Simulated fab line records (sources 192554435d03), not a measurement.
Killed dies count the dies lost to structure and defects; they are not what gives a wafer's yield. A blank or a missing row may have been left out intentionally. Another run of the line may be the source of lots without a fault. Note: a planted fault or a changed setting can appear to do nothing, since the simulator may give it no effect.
A struck lot beside a sound one | flow n5 finfet | 15 steps out of a route of 1938
Sound: these wafers, L687.1, L687.3, L687.6. Wafers struck: L697.2, L697.3, L697.6. Last of all comes the cause.
Order at every step that has rows: each side's tool, ch and its chambers, its first start. Under that, the readings that differ: sound wafers | struck wafers | difference of the means | sigmas: that difference in standard deviations of wafers without a fault.
alike: same words and numbers on both sides, and readings whose means sit less than 2 such deviations apart. not compared: any withheld reading, any reading some wafer has no value for, any bound like >300 that may hide the same value, and any number with overlapping values for which the record gives no deviation.
The two part at a step that has a row with sigmas, a row that says differs or no value, or rows on one side only. Numbers that have no deviation but don't overlap get no sigmas and don't part them. A reading missing from all wafers of one side parts the sides only when that side holds two or more wafers.

N5_BEOL_M2_SPUTTER_92: material Cu, target thk 4.5 nm, time 8.29 s.
  sound: pvd sputter-02 at day 8 02:27; struck: pvd sputter-02 at day 11 08:30
  alike: throttle valve pct
N5_BEOL_M2_ANNEAL_93: time 240 s.
  sound: pvd sputter-02 at day 8 02:32; struck: pvd sputter-02 at day 11 08:35
  alike: heater power w, susceptor_temp_C_max
then, 1 step without rows for these wafers: N5_BEOL_M2_SPUTTER_94 (material Cu, target thk 4.5 nm, time 8.29 s).
N5_BEOL_M2_ANNEAL_95: time 240 s.
  sound: pvd sputter-02 at day 8 02:45; struck: pvd sputter-02 at day 11 08:48
  alike: heater power w, susceptor_temp_C_max
N5_BEOL_M2_SPUTTER_96: material Cu, target thk 4.5 nm, time 8.29 s.
  sound: pvd sputter-02 at day 8 02:53; struck: pvd sputter-02 at day 11 08:56
  alike: throttle valve pct
then, 2 steps without rows for these wafers: N5_BEOL_M2_ECD_50 (material Cu, target thk 300 nm); N5_BEOL_M2_ANNEAL_51 (time 90 s).
N5_BEOL_M2_CMP_52: polishes, stops on SiOC, t overpolish 6.8 s, target thk 40 nm.
  sound on cmp-02 ch 1,3, day 8 09:43; struck on cmp-02 ch 1,3, day 11 09:26
  alike: barrier field endpoint s, clearing platen rpm, edge zone pressure frac, motor current A, overpolish run s, time to endpoint s
N5_BEOL_M2_THK_MEAS_53: measures by xrf.
  sound: film metro-01 at day 8 09:58; struck: film metro-02 at day 11 09:46
  alike: M2_THK
then, 3 steps without rows for these wafers: N5_BEOL_M2_PRE_CLEAN_60 (time 15 s); N5_BEOL_M2_CO_CAP_55 (material Co, precursor CCTBA/H2, target thk 2 nm, time 102.1 s); N5_BEOL_M2_PRE_CLEAN_56 (time 15 s).
N5_BEOL_M2_DEP_57: deposits SiCN from 3MS/NH3, target thk 8 nm, time 14 s.
  sound on pecvd-03 ch 1,2, day 8 10:10; struck on pecvd-03 ch 0,1,2, day 11 09:57
  no value came back on the struck wafers for chamber pressure Torr (Torr), rf fwd power W (W), showerhead plenum p Torr (Torr), throttle valve pct (%); on the sound wafers chamber pressure Torr (Torr) reads 2.999 2.993 2.998
N5_BEOL_M4_RC_MEAS_101:
  the record has rows for the sound wafers here (prober-02 ch 0, day 9 06:54) and none for the struck ones
-- here the record skips 6 days between the struck wafers' starts before and after, leaving off in module BEOL_M4 and picking up in module PASSIVATION (first step shown: number 1936 of the route) --
N5_PASSIVATION_PROBE_49:
  record: rows for the struck wafers here (prober-02, day 17 02:30), none for the sound ones

## WHERE THEY PART
Last at N5_PASSIVATION_PROBE_49 as far as this record goes, first at N5_BEOL_M2_DEP_57.

WHY: the cause the simulator had injected
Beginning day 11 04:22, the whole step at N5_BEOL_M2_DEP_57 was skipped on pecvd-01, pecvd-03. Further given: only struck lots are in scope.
